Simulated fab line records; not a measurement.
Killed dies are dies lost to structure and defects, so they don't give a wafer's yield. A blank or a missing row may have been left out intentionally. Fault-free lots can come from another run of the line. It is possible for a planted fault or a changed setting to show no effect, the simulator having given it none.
Lot-split experiment || flow n5Finfet || 7 lots, 39 wafers read, on a route of 1938 steps

== THE SPLIT ==
At N5_DUMMY_GATE_ETCH_37 (etches SOC in N2/H2, target depth 60 nm, overetch 30 nm), the setting sourceW was moved away from the recipe's 840 W on 15 of the 39 wafers read, by +5.1% to +18.3%. For the rest of the wafers, this setting stayed at what the recipe calls for.

The reading is taken at the split's own step.

== THE READING ==
rfVppV, in V, at N5_DUMMY_GATE_ETCH_37 (etches SOC in N2/H2, target depth 60 nm, overetch 30 nm). A value of 524.7 V with a standard deviation of 1.8 V is what fault-free wafers of this fab line usually give.

{"wafer": "L080.1", "tool, chamber at the split": "rieDiel-04, 0", "sourceW as run, W": 883.8, "against the recipe": "+5.2%", "rfVppV, V": 516.2, "against lot-mates on the recipe": -8.5}
{"wafer": "L080.2", "tool, chamber at the split": "rieDiel-04, 3", "sourceW as run, W": 883.8, "against the recipe": "+5.2%", "rfVppV, V": 516.9, "against lot-mates on the recipe": -7.8}
{"wafer": "L080.3", "tool, chamber at the split": "rieDiel-04, 2", "sourceW as run, W": 840, "against the recipe": "recipe", "rfVppV, V": 521.9, "against lot-mates on the recipe": "-"}
{"wafer": "L080.4", "tool, chamber at the split": "rieDiel-04, 1", "sourceW as run, W": 883.8, "against the recipe": "+5.2%", "rfVppV, V": 517.4, "against lot-mates on the recipe": -7.3}
{"wafer": "L080.5", "tool, chamber at the split": "rieDiel-04, 1", "sourceW as run, W": 840, "against the recipe": "recipe", "rfVppV, V": 527.6, "against lot-mates on the recipe": "-"}
{"wafer": "L080.6", "tool, chamber at the split": "rieDiel-04, 0", "sourceW as run, W": 840, "against the recipe": "recipe", "rfVppV, V": 524.7, "against lot-mates on the recipe": "-"}
{"wafer": "L081.1", "tool, chamber at the split": "rieDiel-04, 1", "sourceW as run, W": 993.4, "against the recipe": "+18.3%", "rfVppV, V": 497.4, "against lot-mates on the recipe": -27.2}
{"wafer": "L081.2", "tool, chamber at the split": "rieDiel-04, 2", "sourceW as run, W": 840, "against the recipe": "recipe", "rfVppV, V": 523.1, "against lot-mates on the recipe": "-"}
{"wafer": "L081.3", "tool, chamber at the split": "rieDiel-04, 0", "sourceW as run, W": 993.4, "against the recipe": "+18.3%", "rfVppV, V": 497.1, "against lot-mates on the recipe": -27.5}
{"wafer": "L081.4", "tool, chamber at the split": "rieDiel-04, 3", "sourceW as run, W": 993.4, "against the recipe": "+18.3%", "rfVppV, V": 497.3, "against lot-mates on the recipe": -27.3}
{"wafer": "L081.5", "tool, chamber at the split": "rieDiel-04, 1", "sourceW as run, W": 840, "against the recipe": "recipe", "rfVppV, V": 527.0, "against lot-mates on the recipe": "-"}
{"wafer": "L081.6", "tool, chamber at the split": "rieDiel-04, 2", "sourceW as run, W": 840, "against the recipe": "recipe", "rfVppV, V": 523.8, "against lot-mates on the recipe": "-"}
{"wafer": "L083.1", "tool, chamber at the split": "rieDiel-04, 0", "sourceW as run, W": 840, "against the recipe": "recipe", "rfVppV, V": 525.3, "against lot-mates on the recipe": "-"}
{"wafer": "L083.2", "tool, chamber at the split": "rieDiel-04, 2", "sourceW as run, W": 840, "against the recipe": "recipe", "rfVppV, V": 522.8, "against lot-mates on the recipe": "-"}
{"wafer": "L083.3", "tool, chamber at the split": "rieDiel-04, 1", "sourceW as run, W": 840, "against the recipe": "recipe", "rfVppV, V": 525.3, "against lot-mates on the recipe": "-"}
{"wafer": "L083.4", "tool, chamber at the split": "rieDiel-04, 3", "sourceW as run, W": 840, "against the recipe": "recipe", "rfVppV, V": 524.3, "against lot-mates on the recipe": "-"}
{"wafer": "L083.5", "tool, chamber at the split": "rieDiel-04, 0", "sourceW as run, W": 840, "against the recipe": "recipe", "rfVppV, V": 526.0, "against lot-mates on the recipe": "-"}
{"wafer": "L083.6", "tool, chamber at the split": "rieDiel-04, 3", "sourceW as run, W": 840, "against the recipe": "recipe", "rfVppV, V": 524.5, "against lot-mates on the recipe": "-"}
{"wafer": "L084.1", "tool, chamber at the split": "rieDiel-04, 0", "sourceW as run, W": 840, "against the recipe": "recipe", "rfVppV, V": 524.1, "against lot-mates on the recipe": "-"}
{"wafer": "L084.2", "tool, chamber at the split": "rieDiel-04, 2", "sourceW as run, W": 938.5, "against the recipe": "+11.7%", "rfVppV, V": 503.3, "against lot-mates on the recipe": -22.9}
{"wafer": "L084.3", "tool, chamber at the split": "rieDiel-04, 3", "sourceW as run, W": 938.5, "against the recipe": "+11.7%", "rfVppV, V": 506.0, "against lot-mates on the recipe": -20.2}
{"wafer": "L084.4", "tool, chamber at the split": "rieDiel-04, 1", "sourceW as run, W": 840, "against the recipe": "recipe", "rfVppV, V": 526.5, "against lot-mates on the recipe": "-"}
{"wafer": "L084.5", "tool, chamber at the split": "rieDiel-04, 2", "sourceW as run, W": 938.5, "against the recipe": "+11.7%", "rfVppV, V": 503.8, "against lot-mates on the recipe": -22.4}
{"wafer": "L084.6", "tool, chamber at the split": "rieDiel-04, 1", "sourceW as run, W": 840, "against the recipe": "recipe", "rfVppV, V": 527.9, "against lot-mates on the recipe": "-"}
{"wafer": "L088.3", "tool, chamber at the split": "rieDiel-06, 1", "sourceW as run, W": 840, "against the recipe": "recipe", "rfVppV, V": 526.6, "against lot-mates on the recipe": "-"}
{"wafer": "L088.4", "tool, chamber at the split": "rieDiel-06, 3", "sourceW as run, W": 840, "against the recipe": "recipe", "rfVppV, V": 522.2, "against lot-mates on the recipe": "-"}
{"wafer": "L088.5", "tool, chamber at the split": "rieDiel-06, 2", "sourceW as run, W": 840, "against the recipe": "recipe", "rfVppV, V": 523.2, "against lot-mates on the recipe": "-"}
{"wafer": "L093.1", "tool, chamber at the split": "rieDiel-02, 2", "sourceW as run, W": 840, "against the recipe": "recipe", "rfVppV, V": 524.8, "against lot-mates on the recipe": "-"}
{"wafer": "L093.2", "tool, chamber at the split": "rieDiel-02, 1", "sourceW as run, W": 883, "against the recipe": "+5.1%", "rfVppV, V": 515.8, "against lot-mates on the recipe": -9.2}
{"wafer": "L093.3", "tool, chamber at the split": "rieDiel-02, 0", "sourceW as run, W": 840, "against the recipe": "recipe", "rfVppV, V": 524.5, "against lot-mates on the recipe": "-"}
{"wafer": "L093.4", "tool, chamber at the split": "rieDiel-02, 3", "sourceW as run, W": 883, "against the recipe": "+5.1%", "rfVppV, V": 518.2, "against lot-mates on the recipe": -6.8}
{"wafer": "L093.5", "tool, chamber at the split": "rieDiel-02, 2", "sourceW as run, W": 840, "against the recipe": "recipe", "rfVppV, V": 525.8, "against lot-mates on the recipe": "-"}
{"wafer": "L093.6", "tool, chamber at the split": "rieDiel-02, 3", "sourceW as run, W": 883, "against the recipe": "+5.1%", "rfVppV, V": 517.0, "against lot-mates on the recipe": -8.0}
{"wafer": "L096.1", "tool, chamber at the split": "rieDiel-06, 2", "sourceW as run, W": 993, "against the recipe": "+18.2%", "rfVppV, V": 495.7, "against lot-mates on the recipe": -26.3}
{"wafer": "L096.2", "tool, chamber at the split": "rieDiel-06, 1", "sourceW as run, W": 993, "against the recipe": "+18.2%", "rfVppV, V": 498.3, "against lot-mates on the recipe": -23.7}
{"wafer": "L096.3", "tool, chamber at the split": "rieDiel-06, 0", "sourceW as run, W": 840, "against the recipe": "recipe", "rfVppV, V": 522.1, "against lot-mates on the recipe": "-"}
{"wafer": "L096.4", "tool, chamber at the split": "rieDiel-06, 3", "sourceW as run, W": 993, "against the recipe": "+18.2%", "rfVppV, V": 495.1, "against lot-mates on the recipe": -26.9}
{"wafer": "L096.5", "tool, chamber at the split": "rieDiel-06, 3", "sourceW as run, W": 840, "against the recipe": "recipe", "rfVppV, V": 521.5, "against lot-mates on the recipe": "-"}
{"wafer": "L096.6", "tool, chamber at the split": "rieDiel-06, 0", "sourceW as run, W": 840, "against the recipe": "recipe", "rfVppV, V": 522.4, "against lot-mates on the recipe": "-"}

THE FIT
A straight line over all 39 wafers: rfVppV changes by -1.55 V for each +1% of sourceW; r = -0.99; the points scatter about the line by 1.7 V.
The same after taking each lot's own level away (the mean of its wafers on the recipe; 39 wafers): -1.51 V for each +1%; r = -0.99; scatter 1.8 V.
According to that fit, moving sourceW by its largest amount changes the reading by 28 V.
The span of the lots' own levels, 522.00 to 526.17 V, comes to 2.3 times the standard deviation stated above.
The two slopes are in agreement: the lot-to-lot level therefore moves the slope only a little.
Check: with one of the wafers moved furthest among these (+18.3%) left out of the fit, the line predicts -27.9 V for it against its lot-mates. Against them it came out at -27.2 V.
Tool readings at the split's step, against how far the setting was moved: rfVppV r = -0.99.

== FURTHER SPLITS ON THESE WAFERS ==
These wafers also went through other splits before the reading. Each is held against what the fit with the lots' levels taken away leaves over:
{"other split on the same wafers": "N5_FIN_SAQP_HM_DEP_72 targetThkA", "wafers away from the commonest value": 18, "r with rfVppV (lot level and that fit taken away)": -0.26}

== THE FILE'S OWN FIT ==
rfVppV changes by -1.52 V for each +1% of sourceW, r = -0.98.
